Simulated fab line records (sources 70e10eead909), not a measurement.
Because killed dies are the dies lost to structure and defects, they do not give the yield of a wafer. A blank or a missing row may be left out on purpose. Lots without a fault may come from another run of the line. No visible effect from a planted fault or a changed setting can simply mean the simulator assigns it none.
What tool caused it?    flow nand harc    12 lots (36 wafers sampled), 1 step of a 1302-step route

== WHAT THE GAUGES READ, wafer by wafer ==
NHARC_A_ONON_D2_INSPECT_32.
lot   measured      on                 raw defect count
L075  day 13 19:11  defect inspect-02  539 719 360
L077  day 14 03:55  defect inspect-02  178 220 268
L078  day 14 17:22  defect inspect-01  295 218 267
L081  day 16 00:33  defect inspect-01  464 422 410
L084  day 17 07:18  defect inspect-01  387 816 480
L085  day 17 07:20  defect inspect-01  362 407 664
L087  day 18 08:49  defect inspect-02  290 226 386
L088  day 19 01:31  defect inspect-02  312 580 222
L091  day 19 16:51  defect inspect-02  216 239 318
L093  day 20 22:25  defect inspect-02  374 309 381
L095  day 21 17:24  defect inspect-02  434 418 441
L097  day 22 07:35  defect inspect-01  426 544 464

== WHAT TOOL EACH LOT RAN ON (gives the tool, then ch and the chambers of the sampled wafers, and finally the start) ==
No process step before these readings appears in the record.

== THE ANSWER, worked out from the rows above alone ==
Rule: the lots themselves supply what counts as usual. Put in order of their means at a reading, lots are off if they are a third of the lots or fewer, leave a main group of 4 or more, and stand apart from it by a gap of 3 or more times the standard deviation of the main group's means; of several such gaps the widest counts. A main group whose means are all the same, to the digits that the tables above print for the reading, isn't used. Also off: a lot with no number at a reading for which 4 or more lots have one. Any other lot the step has rows for is counted as sound.
None of the lots is off at any reading shown; this tells nothing.

== WHAT THE SIMULATOR HAD PUT IN ==
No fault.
